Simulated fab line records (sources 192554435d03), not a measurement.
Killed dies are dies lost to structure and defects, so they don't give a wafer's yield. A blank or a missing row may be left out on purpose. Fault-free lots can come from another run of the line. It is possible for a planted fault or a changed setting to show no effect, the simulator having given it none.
fab line records + flow n5_finfet + part 1 of 2: steps 1 to 4 of 6
record:
- lots: 23
- wafers: 69
- last_day: 18
route steps=1938 shown BEOL_M4@1092 BEOL_M6@1210
lots with no fault: from the same line, run without faults
start_h: the number of hours between the record's first day and the start of the first shown wafer of the lot + wait_h: hours since the lot's step before + " identical to the entry in the row above + L1.1+2: one row covering several wafers at once + - no value, or no start given + * or withheld: withheld + < > ~ a bound
route shown NAME@n: a module of which the file shows steps, and the number in the route of the first + usual: average and standard deviation across the fault-free wafers + same: alike in all rows + chamber/n: place in a boat + sites: per-site readings + _std_site: their standard deviation + _edge_site: the outer-site mean with the inner-site mean subtracted + radius_mm: how far each site lies from the wafer's centre + mask NAME#n: copy n + behind: tool/chamber where the wafer was last shaped + hold: the reason the lot was held/the length of the hold in hours/how it ended + device: the n, p or np transistor that did not switch + end of line: at the end of the route, the tests of the same wafers + a step given without rows: its recipe and nothing more + killed: at the first sort, the dies lost to defects and structure; wafer yield is something else + map: the dies of a wafer, with x for killed, . for not killed, _ for no die there
set.NAME: the setting that was run; set.NAME@STEP: the one run at that earlier step + model.NAME: the simulator's own value behind a step, which no gauge read
one table for each step of the route and one row for each wafer, over a sample of lots
services: from which hour (start_h, from the record's first day; less than 0 if before it) a tool's chamber was out of use, for how many hours, and why
== steps ==
step: N5_BEOL_M4_SPUTTER_88
recipe:
- material: Cu
- target_thk_a: 45
- temp_c: -20
- chamber_pressure_pa: 0.07
- power_w: withheld
- time_s: 8.29
usual:
- throttle_valve_pct: 29.8/0.85
| lot.wafer | tool           | chamber | start_h | wait_h | throttle_valve_pct |
|-----------|----------------|---------|---------|--------|--------------------|
| L074.3    | pvd_sputter-02 | -       | 178.07  | 0.1    | 29.6               |
| L074.4    | "              | -       | "       | "      | 30.9               |
| L074.6    | "              | -       | "       | "      | 30.1               |
| L075.1    | pvd_sputter-02 | -       | 186.67  | 0.1    | 31.0               |
| L075.3    | "              | -       | "       | "      | 30.4               |
| L075.5    | "              | -       | "       | "      | 30.7               |
| L076.1    | pvd_sputter-01 | -       | 187.13  | 0.1    | 28.1               |
| L076.4    | "              | -       | "       | "      | 30.0               |
| L076.6    | "              | -       | "       | "      | 28.8               |
| L077.3    | pvd_sputter-01 | -       | 204.66  | 0.1    | 30.4               |
| L077.4    | "              | -       | "       | "      | 28.5               |
| L077.6    | "              | -       | "       | "      | 28.5               |
| L079.1    | pvd_sputter-03 | -       | 213.29  | 0.1    | 30.9               |
| L079.4    | "              | -       | "       | "      | 29.3               |
| L079.6    | "              | -       | "       | "      | 28.5               |
| L078.2    | pvd_sputter-02 | -       | 213.46  | 0.1    | 29.8               |
| L078.3    | "              | -       | "       | "      | 30.2               |
| L078.6    | "              | -       | "       | "      | 29.4               |
| L080.4    | pvd_sputter-02 | -       | 217.07  | 0.1    | 30.0               |
| L080.5    | "              | -       | "       | "      | 29.4               |
| L080.6    | "              | -       | "       | "      | 30.5               |
| L082.2    | pvd_sputter-01 | -       | 220.56  | 0.1    | 30.0               |
| L082.4    | "              | -       | "       | "      | 28.0               |
| L082.5    | "              | -       | "       | "      | 28.3               |
| L081.3    | pvd_sputter-03 | -       | 221.59  | 0.1    | 29.3               |
| L081.5    | "              | -       | "       | "      | 29.2               |
| L081.6    | "              | -       | "       | "      | 30.9               |
| L083.1    | pvd_sputter-01 | -       | 231.38  | 0.1    | 30.7               |
| L083.4    | "              | -       | "       | "      | 30.1               |
| L083.6    | "              | -       | "       | "      | 28.1               |
| L084.1    | pvd_sputter-03 | -       | 242.24  | 0.1    | 29.2               |
| L084.4    | "              | -       | "       | "      | 30.6               |
| L084.6    | "              | -       | "       | "      | 29.4               |
| L085.1    | pvd_sputter-01 | -       | 249.58  | 0.1    | 28.7               |
| L085.2    | "              | -       | "       | "      | 28.2               |
| L085.3    | "              | -       | "       | "      | 30.5               |
| L087.1    | pvd_sputter-02 | -       | 256.04  | 0.1    | 30.5               |
| L087.3    | "              | -       | "       | "      | 29.9               |
| L087.5    | "              | -       | "       | "      | 30.4               |
| L086.2    | pvd_sputter-02 | -       | 258.72  | 0.1    | 30.4               |
| L086.3    | "              | -       | "       | "      | 30.8               |
| L086.4    | "              | -       | "       | "      | 29.8               |
| L090.1    | pvd_sputter-01 | -       | 269.01  | 0.1    | 28.8               |
| L090.3    | "              | -       | "       | "      | 28.4               |
| L090.6    | "              | -       | "       | "      | 30.5               |
| L088.1    | pvd_sputter-02 | -       | 274.70  | 0.1    | 30.5               |
| L088.4    | "              | -       | "       | "      | 30.7               |
| L088.5    | "              | -       | "       | "      | 30.5               |
| L092.1    | pvd_sputter-03 | -       | 283.77  | 0.1    | 28.5               |
| L092.2    | "              | -       | "       | "      | 29.1               |
| L092.3    | "              | -       | "       | "      | 30.5               |
| L093.1    | pvd_sputter-02 | -       | 283.81  | 0.1    | 30.1               |
| L093.3    | "              | -       | "       | "      | 29.7               |
| L093.4    | "              | -       | "       | "      | 31.0               |
| L091.1    | pvd_sputter-01 | -       | 299.11  | 0.1    | 28.1               |
| L091.2    | "              | -       | "       | "      | 30.4               |
| L091.4    | "              | -       | "       | "      | 30.2               |
| L094.3    | pvd_sputter-01 | -       | 304.65  | 0.1    | 28.3               |
| L094.4    | "              | -       | "       | "      | 30.3               |
| L094.6    | "              | -       | "       | "      | 28.2               |
| L096.3    | pvd_sputter-02 | -       | 306.16  | 0.1    | 30.6               |
| L096.5    | "              | -       | "       | "      | 30.2               |
| L096.6    | "              | -       | "       | "      | 29.8               |
| L095.2    | pvd_sputter-01 | -       | 306.75  | 0.1    | 30.4               |
| L095.5    | "              | -       | "       | "      | 28.8               |
| L095.6    | "              | -       | "       | "      | 30.4               |
| L097.2    | pvd_sputter-03 | -       | 316.72  | 0.1    | 31.1               |
| L097.3    | "              | -       | "       | "      | 30.2               |
| L097.5    | "              | -       | "       | "      | 28.5               |
step: N5_BEOL_M4_ANNEAL_91
recipe:
- temp_c: 400
- time_s: 240
- ambient: vacuum
usual:
- heater_power_w: 845/57
| lot.wafer | tool           | chamber | start_h | wait_h | heater_power_w |
|-----------|----------------|---------|---------|--------|----------------|
| L074.3    | pvd_sputter-02 | -       | 178.37  | 0.0    | 917            |
| L074.4    | "              | -       | "       | "      | 799            |
| L074.6    | "              | -       | "       | "      | 845            |
| L075.1    | pvd_sputter-02 | -       | 186.97  | 0.0    | 790            |
| L075.3    | "              | -       | "       | "      | 854            |
| L075.5    | "              | -       | "       | "      | 774            |
| L076.1    | pvd_sputter-01 | -       | 187.43  | 0.0    | 921            |
| L076.4    | "              | -       | "       | "      | 778            |
| L076.6    | "              | -       | "       | "      | 861            |
| L077.3    | pvd_sputter-01 | -       | 204.96  | 0.0    | 875            |
| L077.4    | "              | -       | "       | "      | 880            |
| L077.6    | "              | -       | "       | "      | 940            |
| L079.1    | pvd_sputter-03 | -       | 213.59  | 0.0    | 721            |
| L079.4    | "              | -       | "       | "      | 830            |
| L079.6    | "              | -       | "       | "      | 884            |
| L078.2    | pvd_sputter-02 | -       | 213.76  | 0.0    | 777            |
| L078.3    | "              | -       | "       | "      | 864            |
| L078.6    | "              | -       | "       | "      | 793            |
| L080.4    | pvd_sputter-02 | -       | 217.37  | 0.0    | 918            |
| L080.5    | "              | -       | "       | "      | 764            |
| L080.6    | "              | -       | "       | "      | 800            |
| L082.2    | pvd_sputter-01 | -       | 220.86  | 0.0    | 799            |
| L082.4    | "              | -       | "       | "      | 909            |
| L082.5    | "              | -       | "       | "      | 927            |
| L081.3    | pvd_sputter-03 | -       | 221.89  | 0.0    | 843            |
| L081.5    | "              | -       | "       | "      | 822            |
| L081.6    | "              | -       | "       | "      | 743            |
| L083.1    | pvd_sputter-01 | -       | 231.68  | 0.0    | 905            |
| L083.4    | "              | -       | "       | "      | 799            |
| L083.6    | "              | -       | "       | "      | 943            |
| L084.1    | pvd_sputter-03 | -       | 242.54  | 0.0    | 852            |
| L084.4    | "              | -       | "       | "      | 831            |
| L084.6    | "              | -       | "       | "      | 828            |
| L085.1    | pvd_sputter-01 | -       | 249.88  | 0.0    | 868            |
| L085.2    | "              | -       | "       | "      | 946            |
| L085.3    | "              | -       | "       | "      | 876            |
| L087.1    | pvd_sputter-02 | -       | 256.34  | 0.0    | 872            |
| L087.3    | "              | -       | "       | "      | 916            |
| L087.5    | "              | -       | "       | "      | 870            |
| L086.2    | pvd_sputter-02 | -       | 259.02  | 0.0    | 859            |
| L086.3    | "              | -       | "       | "      | 803            |
| L086.4    | "              | -       | "       | "      | 919            |
| L090.1    | pvd_sputter-01 | -       | 269.31  | 0.0    | 873            |
| L090.3    | "              | -       | "       | "      | 928            |
| L090.6    | "              | -       | "       | "      | 881            |
| L088.1    | pvd_sputter-02 | -       | 275.00  | 0.0    | 831            |
| L088.4    | "              | -       | "       | "      | 792            |
| L088.5    | "              | -       | "       | "      | 854            |
| L092.1    | pvd_sputter-03 | -       | 284.07  | 0.0    | 881            |
| L092.2    | "              | -       | "       | "      | 823            |
| L092.3    | "              | -       | "       | "      | 841            |
| L093.1    | pvd_sputter-02 | -       | 284.11  | 0.0    | 838            |
| L093.3    | "              | -       | "       | "      | 896            |
| L093.4    | "              | -       | "       | "      | 791            |
| L091.1    | pvd_sputter-01 | -       | 299.41  | 0.0    | 939            |
| L091.2    | "              | -       | "       | "      | 861            |
| L091.4    | "              | -       | "       | "      | 784            |
| L094.3    | pvd_sputter-01 | -       | 304.95  | 0.0    | 938            |
| L094.4    | "              | -       | "       | "      | 768            |
| L094.6    | "              | -       | "       | "      | 888            |
| L096.3    | pvd_sputter-02 | -       | 306.50  | 0.0    | 800            |
| L096.5    | "              | -       | "       | "      | 873            |
| L096.6    | "              | -       | "       | "      | 786            |
| L095.2    | pvd_sputter-01 | -       | 307.05  | 0.0    | 778            |
| L095.5    | "              | -       | "       | "      | 894            |
| L095.6    | "              | -       | "       | "      | 861            |
| L097.2    | pvd_sputter-03 | -       | 317.02  | 0.0    | 726            |
| L097.3    | "              | -       | "       | "      | 850            |
| L097.5    | "              | -       | "       | "      | 886            |
step: N5_BEOL_M6_DESCUM_16
recipe:
- chemistry: O2
- time_s: 7.9
- source_power_w: 50
- bias_power_w: 20
- pressure_mtorr: 20
- rf_frequency_hz: 2.712e+07
- temp_c: 40
- resist: CAR-ArF
- o2_flow_sccm: 225
usual:
- drypump_motor_current_A: 5.8/0.43
- oes_product_au: 0.76/0.079
- rf_vpp_V: 243.1/1.4
- showerhead_plenum_p_Torr: 2.10/0.074
- throttle_valve_pct: 20.6/0.31
| lot.wafer | tool        | chamber | start_h | wait_h | drypump_motor_current_A | oes_product_au | rf_hours_counter_h | rf_vpp_V | showerhead_plenum_p_Torr | throttle_valve_pct |
|-----------|-------------|---------|---------|--------|-------------------------|----------------|--------------------|----------|--------------------------|--------------------|
| L074.3    | rie_diel-01 | 2       | 193.78  | 0.0    | 5.7                     | 0.75           | 182                | 244.8    | 2.20                     | 21.1               |
| L074.4    | "           | 3       | "       | "      | 5.7                     | 0.75           | -                  | 243.2    | 2.07                     | 20.4               |
| L074.6    | "           | 0       | "       | "      | 6.3                     | 0.66           | -                  | 241.3    | 1.98                     | 20.9               |
| L075.1    | rie_diel-02 | 1       | 203.29  | 0.0    | 5.8                     | 0.75           | 145                | 242.6    | 2.00                     | 20.3               |
| L075.3    | "           | 3       | "       | "      | 5.9                     | 0.89           | 37                 | 242.8    | 2.06                     | 20.5               |
| L075.5    | "           | 1       | "       | "      | 5.8                     | 0.75           | -                  | 243.6    | 2.00                     | 20.4               |
| L076.1    | rie_diel-05 | 1       | 203.59  | 0.0    | 4.8                     | 0.69           | 215                | 242.8    | 2.17                     | 21.0               |
| L076.4    | "           | 2       | "       | "      | 5.9                     | 0.70           | -                  | 242.3    | 2.07                     | 20.4               |
| L076.6    | "           | 1       | "       | "      | 4.8                     | 0.68           | -                  | 244.9    | 2.17                     | 21.0               |
| L077.3    | rie_diel-02 | 3       | 222.19  | 0.0    | 5.9                     | 0.87           | 47                 | 242.6    | 2.06                     | 20.5               |
| L077.4    | "           | 0       | "       | "      | 5.3                     | 0.73           | -                  | 241.8    | 2.08                     | 20.9               |
| L077.6    | "           | 3       | "       | "      | 5.9                     | 0.87           | -                  | 241.5    | 2.06                     | 20.5               |
| L079.1    | rie_diel-05 | 0       | 231.07  | 0.1    | 6.4                     | 0.74           | 179                | 241.8    | 2.01                     | 20.5               |
| L079.4    | "           | 2       | "       | "      | 5.9                     | 0.69           | 220                | 243.3    | 2.07                     | 20.4               |
| L079.6    | "           | 1       | "       | "      | 4.7                     | 0.67           | -                  | 244.2    | 2.17                     | 21.0               |
| L078.2    | rie_diel-05 | 1       | 233.03  | 0.0    | 4.7                     | 0.68           | 226                | 244.2    | 2.17                     | 21.0               |
| L078.3    | "           | 2       | "       | "      | 5.9                     | 0.69           | 221                | 242.5    | 2.07                     | 20.5               |
| L078.6    | "           | 0       | "       | "      | 6.4                     | 0.75           | -                  | 241.5    | 2.01                     | 20.5               |
| L080.4    | rie_diel-01 | 3       | 235.36  | 0.0    | 5.7                     | 0.73           | 192                | 243.9    | 2.07                     | 20.5               |
| L080.5    | "           | 1       | "       | "      | 6.5                     | 0.90           | -                  | 244.0    | 2.16                     | 20.0               |
| L080.6    | "           | 2       | "       | "      | 5.7                     | 0.73           | -                  | 244.0    | 2.19                     | 21.1               |
| L082.2    | rie_diel-02 | 0       | 240.89  | 0.0    | 5.3                     | 0.73           | 213                | 242.2    | 2.08                     | 20.9               |
| L082.4    | "           | 1       | "       | "      | 5.9                     | 0.73           | 164                | 242.2    | 1.99                     | 20.4               |
| L082.5    | "           | 3       | "       | "      | 5.9                     | 0.86           | -                  | 242.4    | 2.05                     | 20.5               |
| L081.3    | rie_diel-01 | 0       | 241.21  | 0.1    | 6.2                     | 0.95           | 9                  | 246.1    | 2.24                     | 20.6               |
| L081.5    | "           | 3       | "       | "      | 5.8                     | 0.73           | -                  | 242.8    | 2.07                     | 20.5               |
| L081.6    | "           | 0       | "       | "      | 6.3                     | 0.96           | -                  | 246.0    | 2.24                     | 20.6               |
| L083.1    | rie_diel-02 | 2       | 250.00  | 0.0    | 5.7                     | 0.79           | 113                | 243.5    | 2.11                     | 20.5               |
| L083.4    | "           | 2       | "       | "      | 5.8                     | 0.79           | -                  | 242.2    | 2.11                     | 20.5               |
| L083.6    | "           | 0       | "       | "      | 5.2                     | 0.72           | -                  | 241.7    | 2.07                     | 20.9               |
| L084.1    | rie_diel-01 | 0       | 257.68  | 0.0    | 6.3                     | 0.93           | 15                 | 244.6    | 2.24                     | 20.6               |
| L084.4    | "           | 3       | "       | "      | 5.7                     | 0.72           | 199                | 243.1    | 2.07                     | 20.5               |
| L084.6    | "           | 2       | "       | "      | 5.7                     | 0.73           | -                  | 243.3    | 2.19                     | 21.1               |
| L085.1    | rie_diel-01 | 0       | 267.28  | 0.8    | 6.3                     | 0.93           | 19                 | 245.0    | 2.24                     | 20.6               |
| L085.2    | "           | 3       | "       | "      | 5.7                     | 0.73           | 204                | 244.1    | 2.06                     | 20.5               |
| L085.3    | "           | 2       | "       | "      | 5.7                     | 0.73           | 213                | 245.0    | 2.19                     | 21.1               |
| L087.1    | rie_diel-02 | 2       | 271.91  | 0.0    | 5.7                     | 0.78           | 125                | 243.7    | 2.11                     | 20.5               |
| L087.3    | "           | 0       | "       | "      | 5.3                     | 0.72           | 230                | 241.8    | 2.07                     | 20.9               |
| L087.5    | "           | 0       | "       | "      | 5.3                     | 0.72           | -                  | 241.9    | 2.07                     | 20.9               |
| L086.2    | rie_diel-02 | 1       | 274.31  | 0.0    | 5.9                     | 0.72           | 181                | 240.4    | 1.99                     | 20.4               |
| L086.3    | "           | 2       | "       | "      | 5.7                     | 0.78           | 126                | 244.8    | 2.11                     | 20.5               |
| L086.4    | "           | 0       | "       | "      | 5.3                     | 0.71           | -                  | 242.4    | 2.07                     | 20.9               |
| L090.1    | rie_diel-05 | 0       | 285.87  | 0.2    | 6.4                     | 0.73           | 200                | 242.3    | 2.00                     | 20.5               |
| L090.3    | "           | 3       | "       | "      | 5.7                     | 0.94           | 8                  | 244.8    | 2.14                     | 20.0               |
| L090.6    | "           | 1       | "       | "      | 4.7                     | 0.66           | -                  | 242.5    | 2.16                     | 21.0               |
| L088.1    | rie_diel-02 | 3       | 296.09  | 0.0    | 5.9                     | 0.86           | 58                 | 241.8    | 2.05                     | 20.6               |
| L088.4    | "           | 2       | "       | "      | 5.7                     | 0.76           | 136                | 243.5    | 2.10                     | 20.6               |
| L088.5    | "           | 2       | "       | "      | 5.7                     | 0.76           | -                  | 243.3    | 2.10                     | 20.5               |
| L093.1    | rie_diel-05 | 0       | 302.23  | 0.0    | 6.4                     | 0.73           | 206                | 240.8    | 2.00                     | 20.6               |
| L093.3    | "           | 2       | "       | "      | 5.8                     | 0.68           | 247                | 241.6    | 2.06                     | 20.5               |
| L093.4    | "           | 2       | "       | "      | 5.9                     | 0.69           | -                  | 242.0    | 2.06                     | 20.5               |
| L092.1    | rie_diel-01 | 0       | 302.41  | 0.0    | 6.2                     | 0.90           | 34                 | 245.4    | 2.23                     | 20.6               |
| L092.2    | "           | 2       | "       | "      | 5.7                     | 0.72           | 227                | 243.7    | 2.18                     | 21.1               |
| L092.3    | "           | 3       | "       | "      | 5.7                     | 0.72           | 219                | 243.8    | 2.06                     | 20.5               |
| L091.1    | rie_diel-02 | 1       | 320.52  | 0.1    | 5.9                     | 0.71           | 200                | 242.0    | 1.98                     | 20.4               |
| L091.2    | "           | 2       | "       | "      | 5.7                     | 0.76           | 145                | 244.1    | 2.10                     | 20.6               |
| L091.4    | "           | 0       | "       | "      | 5.3                     | 0.70           | 247                | 243.0    | 2.06                     | 20.9               |
| L094.3    | rie_diel-02 | 0       | 323.27  | 0.2    | 5.3                     | 0.70           | 248                | 242.0    | 2.06                     | 20.9               |
| L094.4    | "           | 3       | "       | "      | 5.9                     | 0.85           | 67                 | 242.3    | 2.05                     | 20.6               |
| L094.6    | "           | 1       | "       | "      | 5.8                     | 0.71           | -                  | 241.5    | 1.98                     | 20.4               |
| L096.3    | rie_diel-01 | 0       | 323.64  | 0.3    | 6.3                     | 0.88           | 41                 | 244.3    | 2.23                     | 20.7               |
| L096.5    | "           | 2       | "       | "      | 5.7                     | 0.70           | -                  | 243.5    | 2.18                     | 21.2               |
| L096.6    | "           | 1       | "       | "      | 6.5                     | 0.83           | -                  | 243.6    | 2.15                     | 20.0               |
| L095.2    | rie_diel-02 | 2       | 326.60  | 0.2    | 5.8                     | 0.76           | 147                | 243.0    | 2.10                     | 20.6               |
| L095.5    | "           | 1       | "       | "      | 5.8                     | 0.71           | -                  | 241.9    | 1.98                     | 20.4               |
| L095.6    | "           | 0       | "       | "      | 5.3                     | 0.70           | -                  | 242.5    | 2.06                     | 20.9               |
| L097.2    | rie_diel-01 | 3       | 332.98  | 0.0    | 5.7                     | 0.71           | 230                | 242.1    | 2.06                     | 20.5               |
| L097.3    | "           | 2       | "       | "      | 5.7                     | 0.71           | 239                | 244.6    | 2.18                     | 21.2               |
| L097.5    | "           | 1       | "       | "      | 6.5                     | 0.83           | -                  | 243.5    | 2.15                     | 20.0               |
step: N5_BEOL_M6_ETCH_61
recipe:
- chemistry: CF4
- target: SiARC
- target_depth_a: 455
- mask_material: CAR-ArF
- time_s: 75.8
- ion_energy_ev: 80
- pressure_mtorr: 40
- source_w: 545
- bias_w: 36
- Ar_flow_sccm: 100
- cf4_flow_sccm: 100
- ends: cleared
usual:
- drypump_motor_current_A: 5.8/0.43
- etch_rf_on_time_s: 76.3/2.4
- oes_product_au: 0.65/0.074
- rf_vpp_V: 184.0/1.1
- showerhead_plenum_p_Torr: 2.14/0.067
- throttle_valve_pct: 15.73/0.29
| lot.wafer | tool        | chamber | start_h | wait_h | drypump_motor_current_A | etch_rf_on_time_s | oes_product_au | rf_hours_counter_h | rf_vpp_V | showerhead_plenum_p_Torr | throttle_valve_pct |
|-----------|-------------|---------|---------|--------|-------------------------|-------------------|----------------|--------------------|----------|--------------------------|--------------------|
| L074.3    | rie_diel-01 | 2       | 193.81  | 0.0    | 5.7                     | 75.4              | 0.64           | 182                | 183.7    | 2.21                     | 15.97              |
| L074.4    | "           | 3       | "       | "      | 5.8                     | 75.5              | 0.64           | -                  | 184.0    | 2.12                     | 15.61              |
| L074.6    | "           | 0       | "       | "      | 6.2                     | 75.8              | 0.58           | -                  | 181.6    | 2.03                     | 16.10              |
| L075.1    | rie_diel-02 | 1       | 203.32  | 0.0    | 5.9                     | 78.4              | 0.62           | 145                | 182.4    | 2.04                     | 15.51              |
| L075.3    | "           | 3       | "       | "      | 5.9                     | 73.1              | 0.77           | 37                 | 185.1    | 2.10                     | 15.59              |
| L075.5    | "           | 1       | "       | "      | 5.8                     | 78.5              | 0.62           | -                  | 183.1    | 2.04                     | 15.52              |
| L076.1    | rie_diel-05 | 1       | 203.63  | 0.0    | 4.8                     | 79.2              | 0.58           | 215                | 184.3    | 2.20                     | 16.02              |
| L076.4    | "           | 2       | "       | "      | 5.9                     | 75.4              | 0.61           | -                  | 182.8    | 2.11                     | 15.69              |
| L076.6    | "           | 1       | "       | "      | 4.8                     | 79.4              | 0.57           | -                  | 185.9    | 2.20                     | 16.01              |
| L077.3    | rie_diel-02 | 3       | 222.22  | 0.0    | 5.9                     | 73.1              | 0.76           | 47                 | 184.9    | 2.09                     | 15.63              |
| L077.4    | "           | 0       | "       | "      | 5.2                     | 74.2              | 0.62           | -                  | 186.4    | 2.13                     | 16.01              |
| L077.6    | "           | 3       | "       | "      | 5.9                     | 73.8              | 0.76           | -                  | 183.1    | 2.09                     | 15.61              |
| L079.1    | rie_diel-05 | 0       | 231.11  | 0.0    | 6.3                     | 78.7              | 0.63           | 179                | 183.0    | 2.08                     | 15.86              |
| L079.4    | "           | 2       | "       | "      | 5.9                     | 75.1              | 0.60           | 220                | 184.2    | 2.11                     | 15.71              |
| L079.6    | "           | 1       | "       | "      | 4.7                     | 79.0              | 0.57           | -                  | 185.6    | 2.20                     | 16.03              |
| L078.2    | rie_diel-05 | 1       | 233.06  | 0.0    | 4.8                     | 79.0              | 0.57           | 226                | 185.4    | 2.20                     | 16.02              |
| L078.3    | "           | 2       | "       | "      | 5.9                     | 74.5              | 0.60           | 221                | 184.5    | 2.11                     | 15.70              |
| L078.6    | "           | 0       | "       | "      | 6.4                     | 79.4              | 0.62           | -                  | 182.9    | 2.08                     | 15.86              |
| L080.4    | rie_diel-01 | 3       | 235.40  | 0.0    | 5.7                     | 75.8              | 0.63           | 192                | 181.1    | 2.11                     | 15.63              |
| L080.5    | "           | 1       | "       | "      | 6.6                     | 73.5              | 0.77           | -                  | 183.6    | 2.18                     | 15.01              |
| L080.6    | "           | 2       | "       | "      | 5.7                     | 76.8              | 0.63           | -                  | 184.3    | 2.20                     | 16.01              |
| L082.2    | rie_diel-02 | 0       | 240.92  | 0.0    | 5.3                     | 74.7              | 0.61           | 213                | 183.9    | 2.13                     | 16.01              |
| L082.4    | "           | 1       | "       | "      | 5.9                     | 78.9              | 0.61           | 164                | 182.0    | 2.03                     | 15.54              |
| L082.5    | "           | 3       | "       | "      | 5.9                     | 73.9              | 0.74           | -                  | 184.9    | 2.09                     | 15.62              |
| L081.3    | rie_diel-01 | 0       | 241.25  | 0.0    | 6.2                     | 71.9              | 0.84           | 9                  | 184.4    | 2.28                     | 15.64              |
| L081.5    | "           | 3       | "       | "      | 5.7                     | 76.2              | 0.63           | -                  | 184.6    | 2.11                     | 15.63              |
| L081.6    | "           | 0       | "       | "      | 6.3                     | 72.7              | 0.84           | -                  | 185.2    | 2.28                     | 15.64              |
| L083.1    | rie_diel-02 | 2       | 250.03  | 0.0    | 5.8                     | 79.4              | 0.66           | 113                | 184.2    | 2.17                     | 15.74              |
| L083.4    | "           | 2       | "       | "      | 5.8                     | 79.2              | 0.65           | -                  | 184.2    | 2.17                     | 15.75              |
| L083.6    | "           | 0       | "       | "      | 5.3                     | 75.1              | 0.62           | -                  | 183.0    | 2.13                     | 16.02              |
| L084.1    | rie_diel-01 | 0       | 257.72  | 0.0    | 6.2                     | 72.2              | 0.82           | 15                 | 186.1    | 2.28                     | 15.65              |
| L084.4    | "           | 3       | "       | "      | 5.7                     | 75.7              | 0.62           | 199                | 184.8    | 2.11                     | 15.65              |
| L084.6    | "           | 2       | "       | "      | 5.7                     | 75.6              | 0.63           | -                  | 184.8    | 2.20                     | 16.02              |
| L085.1    | rie_diel-01 | 0       | 267.32  | 0.0    | 6.2                     | 72.2              | 0.82           | 19                 | 184.5    | 2.28                     | 15.66              |
| L085.2    | "           | 3       | "       | "      | 5.7                     | 75.4              | 0.63           | 204                | 184.9    | 2.11                     | 15.66              |
| L085.3    | "           | 2       | "       | "      | 5.7                     | 76.0              | 0.62           | 213                | 184.8    | 2.20                     | 16.03              |
| L087.1    | rie_diel-02 | 2       | 271.94  | 0.0    | 5.8                     | 79.1              | 0.64           | 125                | 183.5    | 2.17                     | 15.77              |
| L087.3    | "           | 0       | "       | "      | 5.3                     | 75.2              | 0.60           | 230                | 184.1    | 2.12                     | 16.04              |
| L087.5    | "           | 0       | "       | "      | 5.3                     | 75.1              | 0.60           | -                  | 184.3    | 2.12                     | 16.05              |
| L086.2    | rie_diel-02 | 1       | 274.35  | 0.0    | 5.8                     | 79.2              | 0.59           | 181                | 182.8    | 2.03                     | 15.59              |
| L086.3    | "           | 2       | "       | "      | 5.7                     | 79.8              | 0.64           | 126                | 185.8    | 2.17                     | 15.77              |
| L086.4    | "           | 0       | "       | "      | 5.3                     | 75.1              | 0.60           | -                  | 183.4    | 2.12                     | 16.06              |
| L090.1    | rie_diel-05 | 0       | 285.91  | 0.0    | 6.4                     | 80.2              | 0.61           | 200                | 183.8    | 2.07                     | 15.90              |
| L090.3    | "           | 3       | "       | "      | 5.6                     | 79.1              | 0.79           | 8                  | 185.0    | 2.20                     | 15.24              |
| L090.6    | "           | 1       | "       | "      | 4.7                     | 80.5              | 0.55           | -                  | 184.2    | 2.19                     | 16.08              |
| L088.1    | rie_diel-02 | 3       | 296.13  | 0.0    | 5.9                     | 73.4              | 0.75           | 58                 | 182.8    | 2.09                     | 15.64              |
| L088.4    | "           | 2       | "       | "      | 5.8                     | 80.7              | 0.63           | 136                | 183.3    | 2.16                     | 15.81              |
| L088.5    | "           | 2       | "       | "      | 5.7                     | 80.2              | 0.64           | -                  | 183.6    | 2.16                     | 15.81              |
| L093.1    | rie_diel-05 | 0       | 302.27  | 0.0    | 6.4                     | 79.7              | 0.60           | 206                | 181.4    | 2.07                     | 15.91              |
| L093.3    | "           | 2       | "       | "      | 5.9                     | 74.2              | 0.59           | 247                | 182.4    | 2.10                     | 15.77              |
| L093.4    | "           | 2       | "       | "      | 5.9                     | 73.7              | 0.60           | -                  | 183.5    | 2.10                     | 15.76              |
| L092.1    | rie_diel-01 | 0       | 302.44  | 0.0    | 6.3                     | 72.9              | 0.79           | 34                 | 184.8    | 2.27                     | 15.71              |
| L092.2    | "           | 2       | "       | "      | 5.7                     | 76.7              | 0.61           | 227                | 184.8    | 2.19                     | 16.06              |
| L092.3    | "           | 3       | "       | "      | 5.7                     | 76.6              | 0.61           | 219                | 182.6    | 2.11                     | 15.68              |
| L091.1    | rie_diel-02 | 1       | 320.55  | 0.0    | 5.9                     | 78.4              | 0.59           | 200                | 183.7    | 2.02                     | 15.61              |
| L091.2    | "           | 2       | "       | "      | 5.7                     | 78.1              | 0.64           | 145                | 185.3    | 2.16                     | 15.80              |
| L091.4    | "           | 0       | "       | "      | 5.3                     | 74.4              | 0.60           | 247                | 184.0    | 2.12                     | 16.08              |
| L094.3    | rie_diel-02 | 0       | 323.31  | 0.0    | 5.3                     | 74.9              | 0.59           | 248                | 184.0    | 2.12                     | 16.09              |
| L094.4    | "           | 3       | "       | "      | 5.9                     | 73.0              | 0.74           | 67                 | 185.2    | 2.09                     | 15.66              |
| L094.6    | "           | 1       | "       | "      | 5.8                     | 78.1              | 0.58           | -                  | 183.1    | 2.02                     | 15.61              |
| L096.3    | rie_diel-01 | 0       | 323.68  | 0.0    | 6.3                     | 72.6              | 0.78           | 42                 | 185.6    | 2.27                     | 15.71              |
| L096.5    | "           | 2       | "       | "      | 5.7                     | 77.0              | 0.61           | -                  | 185.5    | 2.19                     | 16.08              |
| L096.6    | "           | 1       | "       | "      | 6.5                     | 74.2              | 0.73           | -                  | 184.1    | 2.17                     | 15.06              |
| L095.2    | rie_diel-02 | 2       | 326.64  | 0.0    | 5.7                     | 80.0              | 0.63           | 147                | 184.3    | 2.16                     | 15.82              |
| L095.5    | "           | 1       | "       | "      | 5.8                     | 79.8              | 0.58           | -                  | 183.8    | 2.02                     | 15.62              |
| L095.6    | "           | 0       | "       | "      | 5.3                     | 76.7              | 0.59           | -                  | 185.8    | 2.12                     | 16.09              |
| L097.2    | rie_diel-01 | 3       | 333.02  | 0.0    | 5.7                     | 74.6              | 0.62           | 230                | 182.5    | 2.10                     | 15.72              |
| L097.3    | "           | 2       | "       | "      | 5.7                     | 75.9              | 0.61           | 239                | 184.8    | 2.19                     | 16.08              |
| L097.5    | "           | 1       | "       | "      | 6.5                     | 74.5              | 0.72           | -                  | 185.0    | 2.16                     | 15.07              |
